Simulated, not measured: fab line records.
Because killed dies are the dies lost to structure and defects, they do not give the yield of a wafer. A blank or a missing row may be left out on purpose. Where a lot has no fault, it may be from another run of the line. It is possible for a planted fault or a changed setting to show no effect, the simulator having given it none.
The tool behind it: which one? + flow nand harc + 12 lots, 36 wafers sampled, at 5 steps of a route of 1302

WHAT THE GAUGES READ, wafer by wafer
NHARC_THIN_TSV_THK_MEAS_02: measures by ir. Usual: thk nm reads 3042 nm (standard deviation 200).
| lot  | measured     | on            | thk nm (nm)    | flag |
|------|--------------|---------------|----------------|------|
| L275 | day 23 21:55 | film metro-02 | 3307 3246 3552 |      |
| L277 | day 25 03:04 | film metro-02 | 2947 3300 2893 |      |
| L279 | day 25 01:51 | film metro-01 | 3207 2815 3256 |      |
| L282 | day 26 22:34 | film metro-02 | 2981 2957 2774 |      |
| L285 | day 27 16:24 | film metro-01 | 3370 3167 3344 |      |
| L291 | day 30 09:52 | film metro-02 | 2675 2903 2853 |      |
| L292 | day 30 22:41 | film metro-01 | 3056 2848 3122 |      |
| L293 | day 31 07:48 | film metro-01 | 2946 2672 3026 |      |
| L295 | day 31 13:49 | film metro-01 | 3147 2860 2848 |      |
| L297 | day 32 19:23 | film metro-01 | 2868 2842 2940 |      |
| L296 | day 33 18:08 | film metro-02 | 2926 2965 2771 |      |
| L298 | day 34 07:23 | film metro-02 | 2901 2804 2850 |      |

NHARC_END_SORT_01. Usual: defect limited yield 92.9 %, standard deviation 2.4; killed at array 44, standard deviation 16; killed at other 0.6, standard deviation 1.1; killed at periphery 3.9, standard deviation 2.6; killed dies 48, standard deviation 16; killed open 3.1, standard deviation 1.9; killed short 2.4, standard deviation 1.8; sort_bin_2_pct 2.6 %, standard deviation 1; sort_bin_3_pct 0.6 %, standard deviation 0.39; sort_bin_4_pct 4.0 %, standard deviation 1.4; sort n pass 629, standard deviation 16; sort rim yield pct 89 %, standard deviation 4.3; sort yield pct 92.9 %, standard deviation 2.4.
| lot  | measured     | on        | defect limited yield (%) | killed at array | killed at other | killed at periphery | killed dies | killed open | killed short | sort_bin_2_pct (%) | sort_bin_3_pct (%) | sort_bin_4_pct (%) | sort n pass | sort rim yield pct (%) | sort yield pct (%) | flag |
|------|--------------|-----------|--------------------------|-----------------|-----------------|---------------------|-------------|-------------|--------------|--------------------|--------------------|--------------------|-------------|------------------------|--------------------|------|
| L282 | day 27 15:32 | prober-01 | 92.9 60.0 95.4           | 44 267 29       | 0 2 0           | 4 2 2               | 48 271 31   | 0 2 1       | 2 1 2        | 2.2 13.3 1.6       | 1.0 2.5 0.4        | 3.8 24.2 2.5       | 629 406 646 | 86 61 88               | 92.9 60.0 95.4     | OFF  |
| L285 | day 28 08:25 | prober-01 | 92.0 62.9 61.3           | 48 247 255      | 1 0 0           | 5 4 7               | 54 251 262  | 4 2 5       | 7 8 1        | 3.4 14.5 12.1      | 0 1.9 2.1          | 4.6 20.7 24.5      | 623 426 415 | 82 62 59               | 92.0 62.9 61.3     | OFF  |

WHICH TOOL RAN EACH LOT (tool, then ch and the chambers of the sampled wafers, then the start)
| lot  | NHARC_A_BONDPAD_ETCH_34            | NHARC_A_BONDPAD_ECD_18         | NHARC_HYBRID_BOND_ACTIVATE_00      |
|------|------------------------------------|--------------------------------|------------------------------------|
| L275 | rie diel-03 ch 0,1,2, day 23 08:16 | ecd cu-01 ch 0,1, day 23 09:28 | rie diel-12 ch 0,1,2, day 23 10:50 |
| L277 | rie diel-07 ch 0,1,3, day 24 09:47 | ecd cu-02 ch 0,1, day 24 11:04 | rie diel-12 ch 1,2,3, day 24 12:21 |
| L279 | rie diel-03 ch 1,2, day 24 10:07   | ecd cu-01 ch 0,1, day 24 11:24 | rie diel-04 ch 0,1,3, day 24 12:41 |
| L282 | rie diel-03 ch 0,1, day 26 06:20   | ecd cu-01 ch 0,1, day 26 07:32 | rie diel-04 ch 1,2, day 26 08:52   |
| L285 | rie diel-01 ch 0,2, day 27 02:46   | ecd cu-01 ch 0,1, day 27 03:59 | rie diel-10 ch 0,2,3, day 27 05:20 |
| L291 | rie diel-01 ch 1,2,3, day 29 19:39 | ecd cu-02 ch 0,1, day 29 21:27 | rie diel-12 ch 0,1,3, day 29 22:45 |
| L292 | rie diel-03 ch 0,1,2, day 30 09:01 | ecd cu-01 ch 0,1, day 30 10:22 | rie diel-04 ch 1,2, day 30 11:35   |
| L293 | rie diel-03 ch 0,3, day 30 18:10   | ecd cu-02 ch 0,1, day 30 19:24 | rie diel-12 ch 1,3, day 30 20:43   |
| L295 | rie diel-01 ch 1,2, day 31 00:26   | ecd cu-01 ch 0,1, day 31 01:44 | rie diel-12 ch 2,3, day 31 02:56   |
| L297 | rie diel-03 ch 0,1,2, day 32 01:21 | ecd cu-01 ch 0,1, day 32 02:34 | rie diel-12 ch 0,2,3, day 32 04:25 |
| L296 | rie diel-01 ch 0,1,3, day 33 04:36 | ecd cu-01 ch 0,1, day 33 05:49 | rie diel-04 ch 1,3, day 33 07:11   |
| L298 | rie diel-03 ch 0,2, day 33 17:43   | ecd cu-02 ch 0,1, day 33 18:58 | rie diel-12 ch 1,3, day 33 20:19   |
- NHARC_A_BONDPAD_ETCH_34: etches the open film in N2/H2, target depth 60 nm, overetch 18 nm, time 65.91 s.
- NHARC_A_BONDPAD_ECD_18: material Cu, target thk 400 nm.
- NHARC_HYBRID_BOND_ACTIVATE_00: chemistry N2, time 60 s.

WHAT THE TOOLS THEMSELVES READ (means of the sampled wafers that have a number; where no wafer has one, the mark that the record gives instead)
NHARC_A_BONDPAD_ETCH_34. Usual: drypump motor current A 5.6 A, standard deviation 0.49; oes product au 1.001 a.u., standard deviation 0.0089; rf vpp V 430.3 V, standard deviation 2; showerhead plenum p Torr 2.03 Torr, standard deviation 0.063; throttle valve pct 14.172 %, standard deviation 0.0082.
| lot  | tool        | drypump motor current A (A) | oes product au (a.u.) | rf vpp V (V) | showerhead plenum p Torr (Torr) | throttle valve pct (%) | flag |
|------|-------------|-----------------------------|-----------------------|--------------|---------------------------------|------------------------|------|
| L275 | rie diel-03 | 5.6                         | 0.998                 | 430.2        | 2.01                            | 14.164                 |      |
| L277 | rie diel-07 | 6.1                         | 1.018                 | 429.5        | 2.02                            | 14.177                 |      |
| L279 | rie diel-03 | 5.2                         | 0.995                 | 429.6        | 1.99                            | 14.163                 |      |
| L282 | rie diel-03 | 5.8                         | 0.993                 | 430.0        | 2.05                            | 14.164                 |      |
| L285 | rie diel-01 | 6.1                         | 1.012                 | 431.4        | 2.08                            | 14.167                 |      |
| L291 | rie diel-01 | 5.6                         | 1.006                 | 430.5        | 2.03                            | 14.182                 |      |
| L292 | rie diel-03 | 5.6                         | 0.999                 | 429.5        | 2.01                            | 14.167                 |      |
| L293 | rie diel-03 | 5.3                         | 0.998                 | 431.3        | 2.05                            | 14.167                 |      |
| L295 | rie diel-01 | 5.7                         | 1.005                 | 433.0        | 2.09                            | 14.176                 |      |
| L297 | rie diel-03 | 5.6                         | 0.997                 | 430.5        | 2.01                            | 14.171                 |      |
| L296 | rie diel-01 | 5.7                         | 1.000                 | 429.4        | 2.00                            | 14.175                 |      |
| L298 | rie diel-03 | 5.3                         | 0.998                 | 429.2        | 1.97                            | 14.167                 |      |

NHARC_HYBRID_BOND_ACTIVATE_00. Usual: drypump motor current A 5.6 A, standard deviation 0.6; oes product au 1.000 a.u., standard deviation 0.008; rf vpp V 63.9 V, standard deviation 0.9; showerhead plenum p Torr 1.71 Torr, standard deviation 0.063.
| lot  | tool        | drypump motor current A (A) | oes product au (a.u.) | rf vpp V (V) | showerhead plenum p Torr (Torr) | flag |
|------|-------------|-----------------------------|-----------------------|--------------|---------------------------------|------|
| L275 | rie diel-12 | 5.9                         | 0.990                 | 63.5         | 1.72                            |      |
| L277 | rie diel-12 | 5.6                         | 0.997                 | 63.9         | 1.69                            |      |
| L279 | rie diel-04 | 5.2                         | 1.002                 | 63.6         | 1.77                            |      |
| L282 | rie diel-04 | 5.2                         | 1.013                 | 63.7         | 1.65                            |      |
| L285 | rie diel-10 | 6.0                         | 1.006                 | 63.4         | 1.69                            |      |
| L291 | rie diel-12 | 5.9                         | 1.000                 | 63.7         | 1.69                            |      |
| L292 | rie diel-04 | 5.5                         | 1.003                 | 64.2         | 1.67                            |      |
| L293 | rie diel-12 | 6.1                         | 0.992                 | 63.7         | 1.70                            |      |
| L295 | rie diel-12 | 5.1                         | 1.003                 | 64.7         | 1.67                            |      |
| L297 | rie diel-12 | 5.4                         | 1.003                 | 64.2         | 1.68                            |      |
| L296 | rie diel-04 | 5.8                         | 1.003                 | 64.0         | 1.82                            |      |
| L298 | rie diel-12 | 5.6                         | 0.994                 | 63.0         | 1.67                            |      |

THE ANSWER, worked out from the rows above alone
Rule: a lot is off if the mean of its wafers that have a number lies more than 3 standard deviations from the usual mean. A lot without any number at a reading at which 4 lots or more have one is off too. The other lots that the step has rows for count as sound. First the gauges in route order, then the tools' own readings, where a lot's mean is used as printed above. The first step at which some lot is off is used, and at that step the reading that is off furthest; a lot without a number counts as furthest.
Off, at NHARC_END_SORT_01 on sort_bin_4_pct: L282, L285. Neither off nor sound, because the step has no rows for them: L275, L277, L279, L291, L292, L293, L295, L297, L296, L298.
If a tool, at a process step before that reading, ran all the lots that are off and no sound lot after the first of them, it fits. Gauges at NHARC_END_SORT_01: tried the same way as those tools. Can't be told from this: 2 tools fit, ecd cu-01 at NHARC_A_BONDPAD_ECD_18, prober-01 at NHARC_END_SORT_01.

WHAT THE SIMULATOR HAD PUT IN
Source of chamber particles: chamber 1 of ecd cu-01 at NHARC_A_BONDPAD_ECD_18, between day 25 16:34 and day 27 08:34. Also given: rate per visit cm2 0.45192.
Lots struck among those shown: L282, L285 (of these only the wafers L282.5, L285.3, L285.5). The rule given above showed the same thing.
